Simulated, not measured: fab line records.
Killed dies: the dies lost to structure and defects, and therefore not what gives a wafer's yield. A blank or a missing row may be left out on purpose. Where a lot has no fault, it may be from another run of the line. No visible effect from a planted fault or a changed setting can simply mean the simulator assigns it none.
Matching of chambers | flow n5Finfet | N5_BEOL_M0_SAQP_HM_DEP_111 on pecvd-04 has 3 sister chambers
The step deposits SiO2 from SiH4/N2O, target thk 12 nm, time 7.2 s. 3 wafers are shown with their chamber, then 8 later ones without.

WAFERS PAIRED WITH THEIR CHAMBERS
wafer  | chamber | showerheadPlenumPTorr (Torr)
L085.5 | 0       | 8.12
L088.3 | 2       | 7.93
L089.1 | 1       | 8.14

WAFERS WITHOUT THEIR CHAMBER
wafer  | showerheadPlenumPTorr (Torr)
L089.2 | 7.92
L089.5 | 7.94
L090.1 | 7.94
L090.3 | 8.13
L090.4 | 8.12
L097.1 | 8.15
L097.5 | 7.95
L097.6 | 8.13

EACH ONE'S CHAMBER
wafer  | from the rows above     | in truth
L089.2 | 2                       | 2
L089.5 | 2                       | 2
L090.1 | 2                       | 2
L090.3 | can't be placed: 1 or 0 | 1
L090.4 | can't be placed: 0 or 1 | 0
L097.1 | can't be placed: 1 or 0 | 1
L097.5 | 2                       | 2
L097.6 | can't be placed: 1 or 0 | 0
Placed correctly: 4 of 8. These rows do not allow placing 4 (true chamber among the candidates in 4). Number placed wrongly: 0.
How it was worked out, from the rows above alone: a wafer's distance from a chamber is the root of the sum, over the readings, of the square of ((its reading less the chamber's mean) divided by the reading's scatter). The wafer belongs to the nearest chamber; if the next one is less than 2 further off, it can't be placed. A chamber's mean is the mean of its shown wafers. The scatter: root of mean squared gap, hidden wafer to nearest shown wafer, with one shown wafer a chamber.
